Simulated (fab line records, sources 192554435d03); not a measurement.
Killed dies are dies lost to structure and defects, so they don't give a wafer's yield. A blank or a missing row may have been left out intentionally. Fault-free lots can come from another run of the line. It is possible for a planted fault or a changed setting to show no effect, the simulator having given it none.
Chamber matching + flow n5 finfet + 4 sister chambers for N5_BEOL_M13_ETCH_67 on rie diel-06
The step etches SiARC in CF4, target depth 143 nm, time 238.3 s. 4 wafers are shown with their chamber, then 7 later ones without.

== WAFERS PAIRED WITH THEIR CHAMBERS ==
| wafer  | chamber | throttle valve pct (%) |
|--------|---------|------------------------|
| L079.6 | 2       | 16.06                  |
| L081.6 | 1       | 15.41                  |
| L088.2 | 0       | 15.86                  |
| L088.5 | 3       | 15.38                  |

== WAFERS MISSING THEIR CHAMBER ==
| wafer  | throttle valve pct (%) |
|--------|------------------------|
| L088.6 | 16.09                  |
| L089.1 | 15.41                  |
| L089.4 | 16.11                  |
| L089.6 | 16.09                  |
| L093.2 | 15.41                  |
| L093.3 | 15.89                  |
| L093.5 | 15.47                  |

== WHICH CHAMBER EACH ONE RAN IN ==
| wafer  | from the rows above     | in truth |
|--------|-------------------------|----------|
| L088.6 | 2                       | 2        |
| L089.1 | can't be placed: 1 or 3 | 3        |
| L089.4 | 2                       | 2        |
| L089.6 | 2                       | 2        |
| L093.2 | can't be placed: 1 or 3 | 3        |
| L093.3 | 0                       | 0        |
| L093.5 | can't be placed: 1 or 3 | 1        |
Correctly placed: 4 of 7. Can't be placed from these rows: 3 (the true chamber is among the candidates in 3). Wrongly placed: 0.
How it was worked out, from the rows above alone: a wafer's distance from a chamber is the root of the sum, over the readings, of the square of ((its reading less the chamber's mean) divided by the reading's scatter). The wafer belongs to the nearest chamber; if the next one is less than 2 further off, it can't be placed. For every chamber, the mean is computed from those of its wafers that are shown. The scatter: with one shown wafer a chamber, the root of the mean of the squares of how far each hidden wafer lies from its nearest shown one.
